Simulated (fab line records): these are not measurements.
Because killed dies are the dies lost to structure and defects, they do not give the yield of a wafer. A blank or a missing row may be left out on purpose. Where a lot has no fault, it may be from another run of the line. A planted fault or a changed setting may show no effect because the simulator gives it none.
Matching of chambers :: flow n5-finfet :: N5_BEOL_M10_ALD_74 on ald-metal-03: 4 sister chambers
The step deposits TaN, target thk 2 nm, pulse time 2 s, purge time 3 s. 8 wafers are shown with their chamber, then 8 later ones without.

WAFERS, EACH WITH ITS CHAMBER
wafer: L086.3
chamber: 1
heater-power-w (W): 366
mfc-carrier-sccm (sccm): 1500

wafer: L088.1
chamber: 3
heater-power-w (W): 422
mfc-carrier-sccm (sccm): 1504

wafer: L088.3
chamber: 0
heater-power-w (W): 475
mfc-carrier-sccm (sccm): 1497

wafer: L088.6
chamber: 3
heater-power-w (W): 420
mfc-carrier-sccm (sccm): 1501

wafer: L092.4
chamber: 2
heater-power-w (W): 459
mfc-carrier-sccm (sccm): 1499

wafer: L092.5
chamber: 1
heater-power-w (W): 369
mfc-carrier-sccm (sccm): 1494

wafer: L092.6
chamber: 0
heater-power-w (W): 477
mfc-carrier-sccm (sccm): 1498

wafer: L091.1
chamber: 2
heater-power-w (W): 463
mfc-carrier-sccm (sccm): 1504

WAFERS WITH NO CHAMBER GIVEN
wafer: L091.5
heater-power-w (W): 445
mfc-carrier-sccm (sccm): 1497

wafer: L091.6
heater-power-w (W): 370
mfc-carrier-sccm (sccm): 1503

wafer: L095.1
heater-power-w (W): 368
mfc-carrier-sccm (sccm): 1498

wafer: L095.4
heater-power-w (W): 420
mfc-carrier-sccm (sccm): 1497

wafer: L095.5
heater-power-w (W): 362
mfc-carrier-sccm (sccm): 1503

wafer: L097.4
heater-power-w (W): 472
mfc-carrier-sccm (sccm): 1498

wafer: L097.5
heater-power-w (W): 421
mfc-carrier-sccm (sccm): 1506

wafer: L097.6
heater-power-w (W): 460
mfc-carrier-sccm (sccm): 1504

EACH ONE'S CHAMBER
wafer: L091.5
from the rows above: 2
in truth: 2

wafer: L091.6
from the rows above: 1
in truth: 1

wafer: L095.1
from the rows above: 1
in truth: 1

wafer: L095.4
from the rows above: 3
in truth: 3

wafer: L095.5
from the rows above: 1
in truth: 1

wafer: L097.4
from the rows above: 0
in truth: 0

wafer: L097.5
from the rows above: 3
in truth: 3

wafer: L097.6
from the rows above: 2
in truth: 2
8 of 8 placed correctly. Can't be placed from these rows: 0. Placed wrongly: 0.
How it was worked out, from the rows above alone: a wafer's distance from a chamber is the root of the sum, over the readings, of the square of ((its reading less the chamber's mean) divided by the reading's scatter). If the next closest chamber is less than 2 further off than the closest, the wafer can't be placed; otherwise it belongs to the closest. For every chamber, the mean is computed from those of its wafers that are shown. How the scatter is found: for the shown wafers, subtract from each reading the mean of its chamber, square and add these, divide the total by (wafers less chambers), then take the root.
